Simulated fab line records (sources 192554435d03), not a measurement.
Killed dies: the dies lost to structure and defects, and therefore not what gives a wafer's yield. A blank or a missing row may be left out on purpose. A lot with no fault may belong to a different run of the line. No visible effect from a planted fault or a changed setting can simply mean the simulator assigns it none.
Chamber matching    flow n5Finfet    aldMetal-02 running N5_HKMG_FIN_ALD_36: 4 sister chambers
The step deposits TiN, target thk 1 nm, pulse time 1 s, purge time 3 s. 18 wafers are shown with their chamber, then 9 later ones without.

== WAFERS WITH THEIR CHAMBER ==
wafer   chamber  heaterPowerW (W)  precursorPulseHeightRel
L077.1  1        963               1.033
L077.2  2        868               0.980
L077.5  2        856               0.993
L080.2  0        815               1.027
L080.5  1        938               0.999
L080.6  2        859               1.000
L082.1  2        873               1.005
L082.3  3        882               1.001
L082.5  0        828               0.986
L086.3  3        892               1.017
L086.4  0        796               1.004
L086.5  3        869               0.988
L087.3  0        808               0.996
L087.4  2        899               0.992
L087.5  2        883               1.025
L093.1  0        810               0.990
L093.2  3        887               1.018
L093.3  1        992               1.005

SIGNATURES, as means of the wafers listed above
reading                  chamber 0  chamber 1  chamber 2  chamber 3  scatter within a chamber
heaterPowerW             811.40     964.33     873.00     882.50     16
precursorPulseHeightRel  1.00060    1.01233    0.99917    1.00600    0.0158
Rule: for a wafer and a chamber, the distance is found by dividing, reading by reading, the gap between the wafer's reading and the chamber's mean by the reading's scatter, squaring, summing and taking the root. If the next closest chamber is less than 2 further off than the closest, the wafer can't be placed; otherwise it belongs to the closest. The scatter is the square root of a quotient: the sum, over the shown wafers, of each reading's squared deviation from its chamber's mean, divided by wafers minus chambers.

== WAFERS MISSING THEIR CHAMBER ==
wafer   heaterPowerW (W)  precursorPulseHeightRel
L093.4  877               0.978
L093.5  806               0.934
L093.6  961               1.011
L097.2  876               1.017
L097.4  897               0.979
L097.5  863               1.034
L096.1  873               1.014
L096.2  825               0.998
L096.4  866               1.011

== WHICH CHAMBER EACH WENT THROUGH ==
wafer   from the rows above           in truth
L093.4  can't be placed: 2 or 3       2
L093.5  can't be placed: 0 or 2       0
L093.6  1                             1
L097.2  can't be placed: 3 or 2       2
L097.4  can't be placed: 3 or 2       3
L097.5  can't be placed: 3 or 2 or 0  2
L096.1  can't be placed: 3 or 2       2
L096.2  0                             0
L096.4  can't be placed: 2 or 3       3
Correct placement for 2 of the 9. From these rows, 7 cannot be placed; in 7 the true chamber is one of the candidates. 0 placed wrongly.
